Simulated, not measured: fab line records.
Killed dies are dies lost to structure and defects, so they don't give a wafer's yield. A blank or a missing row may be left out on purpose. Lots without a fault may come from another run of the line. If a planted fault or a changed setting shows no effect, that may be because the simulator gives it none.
Problem report in the 8D (eight disciplines) form, filled by code ; flow nand harc ; the parts of the form that need people (team, actions taken, sign-off) are left out

## 1. THE PROBLEM
sort_bin_3_pct at NHARC_END_SORT_01 reads a mean of 2.46 % on 6 wafers of 2 lots; wafers without a fault read 0.25 % with a standard deviation of 0.23. That puts it +9.6 standard deviations away from the usual mean.
The first sign was on wafer L395.2 at day 21 13:35, on prober-02. The record has a number at this step for 6 wafers belonging to 2 lots. The rule behind "out" and "out of limits": a value lying over 4 standard deviations away from the usual mean. Any other wafer with a number is counted as sound.

## 2. WHAT THIS IS AND IS NOT
question;is;is not
which readings at this step;sort_bin_3_pct, defect limited yield, killed at array, killed dies, sort_bin_2_pct, sort n pass, sort yield pct;killed at other, killed at periphery, killed short
which lots;L394, L395;-
which wafers of those lots;all that have a number;-
read on which gauges;prober-02;-
when;from day 21 13:35;up to then (0 sound wafers)

## 3. THE SUSPECTS, EACH WITH WHAT RULES IT OUT
Counting: a tool at a process step up to the reading stays a suspect if it ran every lot that is out and no sound lot after the first of them.
- the gauge at NHARC_END_SORT_01: kept. All the wafers that are out were read on prober-02, and no step on other tools shows them out.
- rie diel-02 at NHARC_A_M1_STRIP_18 (strips in N2/H2): kept. It ran every lot that is out, first L395 (day 19 22:17), and no sound lot after that.
- rie diel-02 at NHARC_A_M1_ETCH_28 (etches the open film in CF4/N2, target depth 30 nm, time 72.99 s): kept. It ran every lot that is out, first L395 (day 19 22:32), and no sound lot after that.
The count leaves rie diel-02 at NHARC_A_M1_STRIP_18, rie diel-02 at NHARC_A_M1_ETCH_28, and prober-02 at NHARC_END_SORT_01.

## 4. THE CAUSE (what the simulator had put in)
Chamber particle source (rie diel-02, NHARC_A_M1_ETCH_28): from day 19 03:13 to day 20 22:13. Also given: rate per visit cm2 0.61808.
This tool is one of the 3 suspects left after counting.

## 5. SEQUENCE OF EFFECTS, ordered by route
Rows list readings where the struck wafers' mean (over those with a number) sits beyond 3 standard deviations from the usual. Scope: only readings with a usual standard deviation given in the record; hours: median across lots of the time from each lot's start at the first step in this table that gives one to its start at this step; sigmas: change in usual standard deviations.
hours;step;reading;usual;on struck wafers;change;sigmas
0;NHARC_END_SORT_01;defect limited yield;95.5 %;84.4;-11.1;-7.4
0;NHARC_END_SORT_01;killed at array;27;102;+76;+7.5
0;NHARC_END_SORT_01;killed dies;31;106;+75;+7.5
0;NHARC_END_SORT_01;sort_bin_2_pct;1.4 %;6.5;+5.1;+7.7
0;NHARC_END_SORT_01;sort_bin_3_pct;0.25 %;2.46;+2.21;+9.6
0;NHARC_END_SORT_01;sort_bin_4_pct;2.8 %;6.7;+3.9;+4.2
0;NHARC_END_SORT_01;sort n pass;646;571;-75;-7.5
0;NHARC_END_SORT_01;sort yield pct;95.5 %;84.4;-11.1;-7.4

## 6. WHAT WOULD HAVE CAUGHT IT SOONER
Counted from the fault's start at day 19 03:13, it took 58 hours until the first out-of-limits reading at a measuring or inspecting step in this record, taken at day 21 13:35.
An alarm limit of 4 standard deviations would not have fired on the tool readings at NHARC_A_M1_ETCH_28 for which the record gives a usual standard deviation, since none of them was out on any struck wafer.
By day 21 13:35 the whole set of lots that are out, 2 in number, had already begun NHARC_A_M1_ETCH_28 on rie diel-02. Holding the tool at that point would not have protected any of them.
